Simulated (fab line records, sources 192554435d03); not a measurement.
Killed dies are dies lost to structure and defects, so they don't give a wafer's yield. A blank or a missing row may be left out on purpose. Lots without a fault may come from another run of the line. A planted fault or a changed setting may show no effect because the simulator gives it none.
Which tool did it? | flow n5_finfet | 24 lots, 72 wafers sampled, at 6 steps of a route of 1938

WHAT THE GAUGES READ, wafer by wafer
N5_START_INSPECT_01: inspects for defects (unpatterned scan). Usual: raw_defect_count 5.6, standard deviation 2.1.
lot  | measured    | on                | raw_defect_count | flag
L074 | day 1 12:02 | defect_inspect-02 | 7 8 9            |
L075 | day 1 18:02 | defect_inspect-01 | 6 8 6            |
L076 | day 2 00:02 | defect_inspect-01 | 10 10 2          |
L077 | day 2 06:02 | defect_inspect-01 | 3 5 8            |
L078 | day 2 12:02 | defect_inspect-01 | 3 4 6            |
L079 | day 2 18:02 | defect_inspect-02 | 2 5 6            |
L080 | day 3 00:02 | defect_inspect-01 | 10 3 7           |
L081 | day 3 06:02 | defect_inspect-02 | 1 3 6            |
L082 | day 3 12:02 | defect_inspect-02 | 8 5 6            |
L083 | day 3 18:02 | defect_inspect-02 | 6 6 3            |
L084 | day 4 00:02 | defect_inspect-02 | 6 5 7            |
L085 | day 4 06:02 | defect_inspect-02 | 5 4 4            |
L086 | day 4 12:02 | defect_inspect-01 | 6 5 5            |
L087 | day 4 18:02 | defect_inspect-02 | 3 6 11           |
L088 | day 5 00:02 | defect_inspect-02 | 3 4 4            |
L089 | day 5 06:02 | defect_inspect-02 | 1 6 6            |
L090 | day 5 12:02 | defect_inspect-01 | 6 8 7            |
L091 | day 5 18:02 | defect_inspect-01 | 8 9 5            |
L092 | day 6 00:02 | defect_inspect-02 | 6 4 7            |
L093 | day 6 06:02 | defect_inspect-02 | 7 2 2            |
L094 | day 6 12:02 | defect_inspect-02 | 4 8 6            |
L095 | day 6 18:02 | defect_inspect-02 | 10 7 6           |
L096 | day 7 00:02 | defect_inspect-01 | 6 6 7            |
L097 | day 7 06:02 | defect_inspect-01 | 6 6 6            |

N5_WELL_APT_INSPECT_10: inspects for defects (macro). Usual: raw_defect_count 1.9, standard deviation 1.3.
lot  | measured    | on                | raw_defect_count | flag
L074 | day 1 13:37 | defect_inspect-01 | 1 1 1            |
L075 | day 1 19:41 | defect_inspect-01 | 2 2 1            |
L076 | day 2 01:52 | defect_inspect-01 | 2 0 0            |
L077 | day 2 07:46 | defect_inspect-01 | 3 2 1            |
L078 | day 2 13:46 | defect_inspect-02 | 4 3 2            |
L079 | day 2 20:32 | defect_inspect-01 | 6 2 2            |
L080 | day 3 02:09 | defect_inspect-02 | 1 2 1            |
L081 | day 3 07:53 | defect_inspect-02 | 5 1 0            |
L082 | day 3 13:56 | defect_inspect-01 | 2 0 1            |
L083 | day 3 19:47 | defect_inspect-01 | 2 3 1            |
L084 | day 4 01:52 | defect_inspect-02 | 1 4 1            |
L085 | day 4 07:44 | defect_inspect-01 | 0 2 1            |
L086 | day 4 13:47 | defect_inspect-01 | 2 2 5            |
L087 | day 4 19:45 | defect_inspect-02 | 1 3 2            |
L088 | day 5 02:03 | defect_inspect-02 | 3 3 1            |
L089 | day 5 07:52 | defect_inspect-01 | 4 3 4            |
L090 | day 5 13:37 | defect_inspect-02 | 0 1 3            |
L091 | day 5 19:45 | defect_inspect-02 | 3 2 1            |
L092 | day 6 01:44 | defect_inspect-02 | 1 3 4            |
L093 | day 6 07:44 | defect_inspect-01 | 1 1 0            |
L094 | day 6 14:03 | defect_inspect-02 | 2 1 1            |
L095 | day 6 19:52 | defect_inspect-01 | 4 3 3            |
L096 | day 7 01:44 | defect_inspect-01 | 5 0 0            |
L097 | day 7 07:37 | defect_inspect-01 | 3 0 1            |

N5_FIN_SAQP_CD_MEAS_31: target cd 8 nm. Usual: cd_nm 8.08 nm, standard deviation 0.2.
lot  | measured    | on        | cd_nm (nm)     | flag
L074 | day 2 01:41 | cd_sem-01 | 8.34 7.77 8.35 |
L075 | day 2 06:53 | cd_sem-01 | 8.13 7.98 8.20 |
L076 | day 2 16:02 | cd_sem-01 | 8.24 8.11 8.19 |
L077 | day 2 19:28 | cd_sem-03 | 7.94 7.85 7.69 |
L078 | day 3 01:33 | cd_sem-03 | 8.07 8.05 8.13 |
L079 | day 3 08:16 | cd_sem-01 | 7.91 8.42 8.21 |
L080 | day 3 15:19 | cd_sem-02 | 8.03 8.17 8.10 |
L081 | day 3 19:36 | cd_sem-02 | 7.86 7.92 8.33 |
L082 | day 4 02:04 | cd_sem-03 | 8.05 8.03 7.93 |
L083 | day 4 07:33 | cd_sem-02 | 8.11 7.81 8.32 |
L084 | day 4 13:50 | cd_sem-02 | 8.01 7.98 7.74 |
L085 | day 4 19:26 | cd_sem-02 | 8.03 7.81 8.19 |
L086 | day 5 02:33 | cd_sem-03 | 8.02 7.92 8.27 |
L087 | day 5 09:22 | cd_sem-01 | 8.10 8.03 8.06 |
L088 | day 5 14:34 | cd_sem-02 | 7.77 8.18 8.49 |
L089 | day 5 20:52 | cd_sem-02 | 8.15 8.22 8.09 |
L090 | day 6 01:50 | cd_sem-03 | 8.07 8.07 8.21 |
L091 | day 6 07:51 | cd_sem-02 | 8.14 8.38 8.37 |
L092 | day 6 14:13 | cd_sem-01 | 7.93 8.24 8.01 |
L093 | day 6 19:43 | cd_sem-03 | 7.93 8.23 8.22 |
L094 | day 7 01:29 | cd_sem-01 | 7.70 7.79 7.83 |
L095 | day 7 07:38 | cd_sem-01 | 8.37 7.99 7.69 |
L096 | day 7 13:54 | cd_sem-01 | 8.06 8.14 7.87 |
L097 | day 7 19:22 | cd_sem-03 | 8.19 7.77 8.09 |

WHICH TOOL RAN EACH LOT (tool, then ch and the chambers of the sampled wafers, then the start)
lot  | N5_PMOS_HMC_CHANNEL_EPI_ETCH_38 | N5_FIN_SAQP_ETCH_69               | N5_FIN_SAQP_ETCH_67
L074 | rie_si-01 ch 1,2,3, day 1 17:25 | rie_diel-01 ch 0,1,2, day 2 00:32 | rie_diel-01 ch 0,1,2, day 2 00:35
L075 | rie_si-06 ch 0,1,2, day 1 23:28 | rie_diel-02 ch 0,2,3, day 2 06:03 | rie_diel-02 ch 0,2,3, day 2 06:07
L076 | rie_si-06 ch 0,1, day 2 05:34   | rie_diel-04 ch 0,1,3, day 2 15:08 | rie_diel-04 ch 0,1,3, day 2 15:12
L077 | rie_si-06 ch 1,2,3, day 2 11:34 | rie_diel-01 ch 0,1,3, day 2 18:38 | rie_diel-01 ch 0,1,3, day 2 18:41
L078 | rie_si-06 ch 2,3, day 2 17:33   | rie_diel-01 ch 1,2,3, day 3 00:29 | rie_diel-01 ch 1,2,3, day 3 00:33
L079 | rie_si-06 ch 2,3, day 3 00:32   | rie_diel-01 ch 0,1,3, day 3 07:26 | rie_diel-01 ch 0,1,3, day 3 07:29
L080 | rie_si-04 ch 1,2,3, day 3 06:15 | rie_diel-04 ch 0,1, day 3 14:09   | rie_diel-04 ch 0,1, day 3 14:13
L081 | rie_si-06 ch 0,1, day 3 11:57   | rie_diel-01 ch 0,1,3, day 3 18:46 | rie_diel-01 ch 0,1,3, day 3 18:49
L082 | rie_si-01 ch 0,1,3, day 3 18:07 | rie_diel-01 ch 0,3, day 4 00:46   | rie_diel-01 ch 0,3, day 4 00:49
L083 | rie_si-04 ch 0,1,2, day 4 00:00 | rie_diel-01 ch 0,3, day 4 06:41   | rie_diel-01 ch 0,3, day 4 06:44
L084 | rie_si-04 ch 1,3, day 4 05:39   | rie_diel-01 ch 1,3, day 4 13:00   | rie_diel-01 ch 1,3, day 4 13:04
L085 | rie_si-04 ch 0,1, day 4 11:35   | rie_diel-04 ch 1,2, day 4 18:37   | rie_diel-04 ch 1,2, day 4 18:41
L086 | rie_si-01 ch 1,2, day 4 17:41   | rie_diel-01 ch 2,3, day 5 01:31   | rie_diel-01 ch 2,3, day 5 01:35
L087 | rie_si-06 ch 2,3, day 4 23:56   | rie_diel-04 ch 1,2,3, day 5 07:49 | rie_diel-04 ch 1,2,3, day 5 07:53
L088 | rie_si-06 ch 0,1,2, day 5 05:56 | rie_diel-02 ch 1,2, day 5 12:55   | rie_diel-02 ch 1,2, day 5 12:58
L089 | rie_si-04 ch 0,1,3, day 5 12:37 | rie_diel-04 ch 1,2,3, day 5 20:02 | rie_diel-04 ch 1,2,3, day 5 20:05
L090 | rie_si-04 ch 0,1,3, day 5 18:07 | rie_diel-01 ch 0,1,3, day 6 01:01 | rie_diel-01 ch 0,1,3, day 6 01:05
L091 | rie_si-04 ch 0,2,3, day 5 23:50 | rie_diel-01 ch 0,2,3, day 6 06:29 | rie_diel-01 ch 0,2,3, day 6 06:33
L092 | rie_si-06 ch 0,1,3, day 6 06:20 | rie_diel-01 ch 2,3, day 6 13:23   | rie_diel-01 ch 2,3, day 6 13:26
L093 | rie_si-06 ch 0,1,2, day 6 11:37 | rie_diel-02 ch 2,3, day 6 18:40   | rie_diel-02 ch 2,3, day 6 18:43
L094 | rie_si-01 ch 0,1,2, day 6 18:05 | rie_diel-01 ch 0,3, day 7 00:39   | rie_diel-01 ch 0,3, day 7 00:43
L095 | rie_si-06 ch 1,2,3, day 7 00:02 | rie_diel-01 ch 2,3, day 7 06:48   | rie_diel-01 ch 2,3, day 7 06:52
L096 | rie_si-04 ch 0,1,3, day 7 06:04 | rie_diel-01 ch 2,3, day 7 13:04   | rie_diel-01 ch 2,3, day 7 13:08
L097 | rie_si-04 ch 0,1,2, day 7 11:46 | rie_diel-01 ch 0,1,2, day 7 18:29 | rie_diel-01 ch 0,1,2, day 7 18:32
- N5_PMOS_HMC_CHANNEL_EPI_ETCH_38: etches SiO2 in CF4, target depth 1.5 nm.
- N5_FIN_SAQP_ETCH_69: etches SOC in N2/H2, stops on SiNx, target depth 150 nm.
- N5_FIN_SAQP_ETCH_67: etches SiNx in CH3F/O2, target depth 30 nm.

WHAT THE TOOLS THEMSELVES READ (means of the sampled wafers that have a number; where no wafer has one, the mark that the record gives instead)
N5_PMOS_HMC_CHANNEL_EPI_ETCH_38. Usual: cf4_flow_sccm 79.99 sccm, standard deviation 0.28; drypump_motor_current_A 5.7 A, standard deviation 0.48; oes_product_au 0.990 a.u., standard deviation 0.025; throttle_valve_pct 21.71 %, standard deviation 0.19.
lot  | tool      | cf4_flow_sccm (sccm) | drypump_motor_current_A (A) | oes_product_au (a.u.) | throttle_valve_pct (%) | flag
L074 | rie_si-01 | 79.79                | 5.7                         | 0.980                 | 21.50                  |
L075 | rie_si-06 | 79.74                | 5.5                         | 0.983                 | 21.82                  |
L076 | rie_si-06 | 80.18                | 5.7                         | 0.991                 | 21.88                  |
L077 | rie_si-06 | 80.10                | 5.3                         | 0.973                 | 21.81                  |
L078 | rie_si-06 | 79.88                | 5.0                         | 0.975                 | 21.79                  |
L079 | rie_si-06 | 79.85                | 5.0                         | 0.972                 | 21.79                  |
L080 | rie_si-04 | 79.84                | 5.9                         | 0.999                 | 21.54                  |
L081 | rie_si-06 | 80.01                | 5.7                         | 0.993                 | 21.92                  |
L082 | rie_si-01 | 80.17                | 5.8                         | 0.970                 | 21.51                  |
L083 | rie_si-04 | 79.77                | 5.8                         | 0.989                 | 21.70                  |
L084 | rie_si-04 | 80.07                | 6.3                         | 1.012                 | 21.54                  |
L085 | rie_si-04 | 80.08                | 6.0                         | 1.016                 | 21.73                  |
L086 | rie_si-01 | 80.09                | 5.6                         | 1.011                 | 21.46                  |
L087 | rie_si-06 | 80.10                | 4.9                         | 0.992                 | 21.76                  |
L088 | rie_si-06 | 80.12                | 5.5                         | 0.987                 | 21.84                  |
L089 | rie_si-04 | 79.91                | 6.1                         | 1.017                 | 21.71                  |
L090 | rie_si-04 | 79.91                | 6.2                         | 1.018                 | 21.72                  |
L091 | rie_si-04 | 80.22                | 6.0                         | 1.000                 | 21.68                  |
L092 | rie_si-06 | 80.22                | 5.5                         | 0.971                 | 21.88                  |
L093 | rie_si-06 | 79.97                | 5.5                         | 0.991                 | 21.85                  |
L094 | rie_si-01 | 80.08                | 5.6                         | 0.998                 | 21.46                  |
L095 | rie_si-06 | 80.04                | 5.3                         | 0.975                 | 21.81                  |
L096 | rie_si-04 | 80.02                | 6.1                         | 1.019                 | 21.72                  |
L097 | rie_si-04 | 79.93                | 5.8                         | 1.001                 | 21.70                  |

N5_FIN_SAQP_ETCH_69. Usual: drypump_motor_current_A 5.5 A, standard deviation 0.55; oes_product_au 0.79 a.u., standard deviation 0.088; rf_vpp_V 241.1 V, standard deviation 1.5; showerhead_plenum_p_Torr 2.58 Torr, standard deviation 0.1; throttle_valve_pct 17.78 %, standard deviation 0.19.
lot  | tool        | drypump_motor_current_A (A) | oes_product_au (a.u.) | rf_vpp_V (V) | showerhead_plenum_p_Torr (Torr) | throttle_valve_pct (%) | flag
L074 | rie_diel-01 | 5.5                         | 0.72                  | 239.6        | 2.48                            | 17.94                  |
L075 | rie_diel-02 | 5.6                         | 0.74                  | 241.0        | 2.54                            | 17.82                  |
L076 | rie_diel-04 | 6.0                         | 0.74                  | 240.3        | 2.54                            | 17.89                  |
L077 | rie_diel-01 | 5.0                         | 0.80                  | 241.5        | 2.59                            | 17.73                  |
L078 | rie_diel-01 | 5.5                         | 0.88                  | 241.7        | 2.66                            | 17.73                  |
L079 | rie_diel-01 | 5.1                         | 0.79                  | 240.9        | 2.59                            | 17.75                  |
L080 | rie_diel-04 | 5.9                         | 0.70                  | 239.3        | 2.48                            | 17.95                  |
L081 | rie_diel-01 | 5.0                         | 0.79                  | 241.2        | 2.59                            | 17.74                  |
L082 | rie_diel-01 | 4.9                         | 0.79                  | 241.2        | 2.59                            | 17.68                  |
L083 | rie_diel-01 | 4.9                         | 0.85                  | 242.1        | 2.65                            | 17.62                  |
L084 | rie_diel-01 | 5.2                         | 0.78                  | 240.9        | 2.58                            | 17.84                  |
L085 | rie_diel-04 | 6.0                         | 0.84                  | 240.1        | 2.53                            | 17.56                  |
L086 | rie_diel-01 | 5.4                         | 0.90                  | 242.2        | 2.71                            | 17.61                  |
L087 | rie_diel-04 | 6.0                         | 0.79                  | 240.8        | 2.56                            | 17.71                  |
L088 | rie_diel-02 | 5.8                         | 0.74                  | 239.6        | 2.43                            | 18.00                  |
L089 | rie_diel-04 | 6.0                         | 0.78                  | 241.1        | 2.55                            | 17.72                  |
L090 | rie_diel-01 | 5.0                         | 0.77                  | 242.2        | 2.58                            | 17.79                  |
L091 | rie_diel-01 | 5.4                         | 0.83                  | 241.7        | 2.65                            | 17.71                  |
L092 | rie_diel-01 | 5.9                         | 0.88                  | 242.9        | 2.72                            | 17.70                  |
L093 | rie_diel-02 | 5.9                         | 0.70                  | 240.1        | 2.49                            | 18.04                  |
L094 | rie_diel-01 | 4.9                         | 0.77                  | 241.8        | 2.58                            | 17.73                  |
L095 | rie_diel-01 | 5.4                         | 0.86                  | 243.4        | 2.71                            | 17.65                  |
L096 | rie_diel-01 | 5.9                         | 0.87                  | 242.9        | 2.71                            | 17.70                  |
L097 | rie_diel-01 | 5.5                         | 0.76                  | 240.5        | 2.57                            | 17.87                  |

N5_FIN_SAQP_ETCH_67. Usual: drypump_motor_current_A 5.5 A, standard deviation 0.55; oes_f_703_au 0.79 a.u., standard deviation 0.091; oes_product_au 0.80 a.u., standard deviation 0.093; rf_vpp_V 298 V, standard deviation 5.4; showerhead_plenum_p_Torr 2.03 Torr, standard deviation 0.079; throttle_valve_pct 16.30 %, standard deviation 0.19.
lot  | tool        | drypump_motor_current_A (A) | oes_f_703_au (a.u.) | oes_product_au (a.u.) | rf_vpp_V (V) | showerhead_plenum_p_Torr (Torr) | throttle_valve_pct (%) | flag
L074 | rie_diel-01 | 5.5                         | 0.71                | 0.73                  | 301          | 1.96                            | 16.48                  |
L075 | rie_diel-02 | 5.6                         | 0.77                | 0.74                  | 293          | 2.01                            | 16.34                  |
L076 | rie_diel-04 | 6.0                         | 0.76                | 0.74                  | 294          | 1.99                            | 16.35                  |
L077 | rie_diel-01 | 5.0                         | 0.80                | 0.82                  | 299          | 2.04                            | 16.27                  |
L078 | rie_diel-01 | 5.5                         | 0.87                | 0.88                  | 300          | 2.08                            | 16.19                  |
L079 | rie_diel-01 | 5.0                         | 0.78                | 0.81                  | 300          | 2.03                            | 16.28                  |
L080 | rie_diel-04 | 5.9                         | 0.71                | 0.70                  | 296          | 1.94                            | 16.41                  |
L081 | rie_diel-01 | 5.0                         | 0.78                | 0.81                  | 299          | 2.03                            | 16.29                  |
L082 | rie_diel-01 | 4.9                         | 0.78                | 0.81                  | 300          | 2.05                            | 16.27                  |
L083 | rie_diel-01 | 4.9                         | 0.85                | 0.87                  | 297          | 2.08                            | 16.13                  |
L084 | rie_diel-01 | 5.1                         | 0.77                | 0.79                  | 299          | 2.02                            | 16.32                  |
L085 | rie_diel-04 | 6.0                         | 0.85                | 0.83                  | 290          | 2.00                            | 16.27                  |
L086 | rie_diel-01 | 5.4                         | 0.90                | 0.93                  | 298          | 2.13                            | 16.06                  |
L087 | rie_diel-04 | 6.0                         | 0.81                | 0.79                  | 292          | 2.01                            | 16.30                  |
L088 | rie_diel-02 | 5.8                         | 0.75                | 0.74                  | 290          | 1.91                            | 16.51                  |
L089 | rie_diel-04 | 6.0                         | 0.81                | 0.79                  | 291          | 2.01                            | 16.31                  |
L090 | rie_diel-01 | 5.0                         | 0.77                | 0.78                  | 299          | 2.03                            | 16.33                  |
L091 | rie_diel-01 | 5.4                         | 0.82                | 0.85                  | 300          | 2.09                            | 16.22                  |
L092 | rie_diel-01 | 5.9                         | 0.88                | 0.89                  | 302          | 2.13                            | 16.13                  |
L093 | rie_diel-02 | 5.8                         | 0.72                | 0.69                  | 291          | 1.96                            | 16.54                  |
L094 | rie_diel-01 | 4.9                         | 0.76                | 0.78                  | 300          | 2.04                            | 16.32                  |
L095 | rie_diel-01 | 5.4                         | 0.87                | 0.87                  | 298          | 2.12                            | 16.10                  |
L096 | rie_diel-01 | 5.9                         | 0.86                | 0.89                  | 301          | 2.13                            | 16.17                  |
L097 | rie_diel-01 | 5.5                         | 0.74                | 0.77                  | 303          | 2.03                            | 16.42                  |

THE ANSWER, worked out from the rows above alone
Rule: a lot is off if the mean of its wafers that have a number lies more than 3 standard deviations from the usual mean. A lot without any number at a reading at which 4 lots or more have one is off too. The other lots that the step has rows for count as sound. The gauges are gone through in route order, then the tools' own readings, and for those a lot's mean is taken as printed above. The first step at which some lot is off is used, and at that step the reading that is off furthest; a lot without a number counts as furthest.
No lot is off at any reading shown: from this, nothing can be told.

WHAT THE SIMULATOR HAD PUT IN
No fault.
